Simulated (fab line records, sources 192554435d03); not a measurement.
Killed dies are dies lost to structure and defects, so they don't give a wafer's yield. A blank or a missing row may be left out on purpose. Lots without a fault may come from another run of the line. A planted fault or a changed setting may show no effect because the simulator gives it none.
A struck lot beside a sound one | flow n5_finfet | 22 steps out of a route of 1938
Sound: wafers L170.1, L170.4, L170.5. Struck: wafers L166.1, L166.2, L166.5. The cause comes at the end.
At each step with rows: each side's tool, then ch and its chambers, then its first start. Under that, the readings that differ: sound wafers | struck wafers | difference of the means | sigmas: that difference in standard deviations of wafers without a fault.
alike: readings whose means differ by less than 2 such deviations, and words and numbers that are the same on both sides. not compared: withheld readings, readings that some wafer has no value for, bounds like >300 that may hide the same value, and numbers for which the record gives no deviation and whose values overlap.
The two part at a step that has a row with sigmas, a row that says differs or no value, or rows on one side only. Numbers that don't overlap but have no deviation are shown without sigmas and don't part them. A reading that every wafer of one side lacks parts them only if that side has two wafers or more.

first, 11 steps without rows for these wafers: N5_BEOL_M5_DESCUM_16 (chemistry O2, time 7 s); N5_BEOL_M5_ETCH_72 (etches underlayer in N2/H2, target depth 6.5 nm, time 5.2 s); N5_BEOL_M5_ETCH_61 (etches SiARC in CF4, target depth 15.6 nm, time 26 s); N5_BEOL_M5_ETCH_62 (etches SOC in N2/H2, target depth 75 nm, overetch 15 nm, time 112.5 s); N5_BEOL_M5_STRIP_63 (strips in N2/H2); N5_BEOL_M5_STRIP_73 (strips in N2/H2); N5_BEOL_M5_STRIP_64 (strips in CF4); N5_BEOL_M5_HM_OPEN_17 (chemistry Cl2/BCl3, target TiN, target depth 20 nm, overetch 6 nm); N5_BEOL_M5_STRIP_19 (strips in O2); N5_BEOL_M5_COAT_65 (time 60 s, resist thk 60 nm); N5_BEOL_M5_COAT_66 (time 60 s, resist thk 12 nm).
N5_BEOL_M5_COAT_74: time 60 s, resist thk 5 nm.
  sound on litho_track-01 ch 0, day 13 06:22; struck on litho_track-02 ch 0, day 12 12:49
  reading              | sound                | struck               | difference | sigmas
  spin_speed_rpm (rpm) | 1500.9 1500.2 1500.3 | 1666.7 1667.7 1666.5 | +166.5     | +99 or more
then, 7 steps without rows for these wafers: N5_BEOL_M5_COAT_22 (resist thk 30 nm); N5_BEOL_M5_EBR_24; N5_BEOL_M5_SOFTBAKE_23 (time 60 s); N5_BEOL_M5_EXPOSE_25 (exposes mask V4, defocus 10 nm); N5_BEOL_M5_PEB_26 (peb time 60 s); N5_BEOL_M5_DEVELOP_27 (develop time 30 s); N5_BEOL_M5_DESCUM_33 (chemistry O2, time 7 s).
N5_BEOL_M5_ETCH_75: etches underlayer in N2/H2, target depth 6.5 nm, time 5.2 s.
  sound on rie_diel-06 ch 1,2, day 13 06:48; struck on rie_diel-05 ch 1,2,3, day 12 13:25
  reading                                      | sound             | struck            | difference | sigmas
  etch_rf_on_time_s (s)                        | 5.36 5.20 5.25    | 4.99 4.78 4.95    | -0.36      | -4
  model.CAR-EUV_of_BEOL_M5_COAT_22.thk_nm (nm) | 20.4 20.2 20.4    | 20.6 20.6 20.6    | +0.3       |
  model.etch.depth_nm (nm)                     | 5.015 5.014 5.008 | 4.744 4.724 4.724 | -0.282     |
  alike: drypump_motor_current_A, oes_product_au, rf_vpp_V, showerhead_plenum_p_Torr, throttle_valve_pct
  not compared: rf_hours_counter_h
N5_BEOL_M5_ETCH_67: etches SiARC in CF4, target depth 15.6 nm, time 26 s.
  sound on rie_diel-06 ch 1,2, day 13 06:49; struck on rie_diel-05 ch 1,2,3, day 12 13:25
  reading                                      | sound        | struck         | difference | sigmas
  model.CAR-EUV_of_BEOL_M5_COAT_22.thk_nm (nm) | 11.2 11 11.2 | 11.4 11.4 11.4 | +0.3       |
  alike: drypump_motor_current_A, etch_rf_on_time_s, mfc_ar_sccm, oes_product_au, rf_vpp_V, showerhead_plenum_p_Torr, throttle_valve_pct
  not compared: rf_hours_counter_h
then, 1 step without rows for these wafers: N5_BEOL_M5_ETCH_68 (etches SOC in N2/H2, target depth 80 nm, overetch 16 nm, time 120 s).

WHERE THEY PART
First at N5_BEOL_M5_COAT_74; last, within this record, at N5_BEOL_M5_ETCH_75. Later steps at which nothing parts them and some readings are alike: N5_BEOL_M5_ETCH_67.

WHY: what the simulator had put in
Process parameter drift: litho_track-02, from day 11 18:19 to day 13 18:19, at N5_BEOL_M5_COAT_74. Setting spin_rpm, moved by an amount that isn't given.
